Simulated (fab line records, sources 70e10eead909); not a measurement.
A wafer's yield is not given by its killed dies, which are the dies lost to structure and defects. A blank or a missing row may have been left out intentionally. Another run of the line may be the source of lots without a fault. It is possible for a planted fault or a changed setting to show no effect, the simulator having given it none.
Chamber matching | flow nandHarc | NHARC_A_WL_FILL_ALD_00 on aldHk-01: 4 sister chambers
The step deposits Al2O3, target thk 3 nm, pulse time 3 s, ald cycles 30. 8 wafers are shown with their chamber, then 9 later ones without.

== WAFERS, EACH WITH ITS CHAMBER ==
wafer  | chamber | heaterPowerW (W) | precursorPulseHeightRel
L083.2 | 1       | 441              | 0.981
L081.6 | 1       | 449              | 0.994
L084.2 | 2       | 444              | 0.998
L084.4 | 0       | 490              | 0.980
L084.6 | 3       | 461              | 0.999
L085.2 | 3       | 453              | 1.013
L085.4 | 2       | 448              | 0.973
L085.6 | 0       | 478              | 0.979

== WAFERS WHOSE CHAMBER IS MISSING ==
wafer  | heaterPowerW (W) | precursorPulseHeightRel
L089.2 | 447              | 1.005
L089.4 | 448              | 0.987
L089.5 | 447              | 0.990
L087.2 | 457              | 0.971
L087.4 | 437              | 1.018
L087.6 | 458              | 0.996
L092.1 | 449              | 0.970
L092.3 | 434              | 1.021
L092.4 | 432              | 1.002

== WHICH CHAMBER EACH ONE RAN IN ==
wafer  | from the rows above          | in truth
L089.2 | can't be placed: 1 or 3 or 2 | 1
L089.4 | can't be placed: 2 or 1 or 3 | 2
L089.5 | can't be placed: 1 or 2 or 3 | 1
L087.2 | can't be placed: 2 or 1 or 3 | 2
L087.4 | can't be placed: 1 or 2 or 3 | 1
L087.6 | can't be placed: 3 or 2 or 1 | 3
L092.1 | can't be placed: 2 or 1      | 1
L092.3 | can't be placed: 1 or 2 or 3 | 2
L092.4 | can't be placed: 1 or 2 or 3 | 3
0 of 9 placed correctly. These rows do not allow placing 9 (true chamber among the candidates in 9). Placed wrongly: 0.
How it was worked out, from the rows above alone: a wafer's distance from a chamber is the root of the sum, over the readings, of the square of ((its reading less the chamber's mean) divided by the reading's scatter). The wafer belongs to the nearest chamber; if the next one is less than 2 further off, it can't be placed. The mean given for a chamber averages the wafers shown for that chamber. The scatter: the root of (the sum of the squares of (reading less its chamber's mean) over the shown wafers, divided by (wafers less chambers)).
